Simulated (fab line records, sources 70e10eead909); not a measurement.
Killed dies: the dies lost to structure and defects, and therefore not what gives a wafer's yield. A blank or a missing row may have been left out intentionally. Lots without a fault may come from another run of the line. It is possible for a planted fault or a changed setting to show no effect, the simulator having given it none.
Matching of chambers    flow nand_harc    NHARC_A_CONTACT_DEP_29 on pecvd-02: 3 sister chambers
The step deposits SiON, target thk 70 nm. 6 wafers are shown with their chamber, then 8 later ones without.

## WAFERS, EACH WITH ITS CHAMBER
wafer   chamber  heater_power_w (W)
L075.6  1        742
L078.1  1        775
L084.5  2        750
L088.5  2        762
L088.6  0        793
L087.4  0        814

## WAFERS WITH NO CHAMBER GIVEN
wafer   heater_power_w (W)
L087.5  751
L087.6  778
L091.1  839
L091.3  747
L091.4  751
L096.2  730
L096.5  722
L096.6  745

## WHICH CHAMBER EACH ONE RAN IN
wafer   from the rows above           in truth
L087.5  can't be placed: 2 or 1       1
L087.6  can't be placed: 1 or 2 or 0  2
L091.1  0                             0
L091.3  can't be placed: 2 or 1       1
L091.4  can't be placed: 2 or 1       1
L096.2  can't be placed: 2 or 1       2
L096.5  can't be placed: 2 or 1       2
L096.6  can't be placed: 2 or 1       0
1 of 8 placed correctly. Cannot be placed on the basis of these rows: 7; the candidates contain the true chamber in 6. Number placed wrongly: 0.
How it was worked out, from the rows above alone: a wafer's distance from a chamber is the root of the sum, over the readings, of the square of ((its reading less the chamber's mean) divided by the reading's scatter). If the next closest chamber is less than 2 further off than the closest, the wafer can't be placed; otherwise it belongs to the closest. Each chamber's mean is taken over the wafers shown for it. The scatter is the square root of a quotient: the sum, over the shown wafers, of each reading's squared deviation from its chamber's mean, divided by wafers minus chambers.
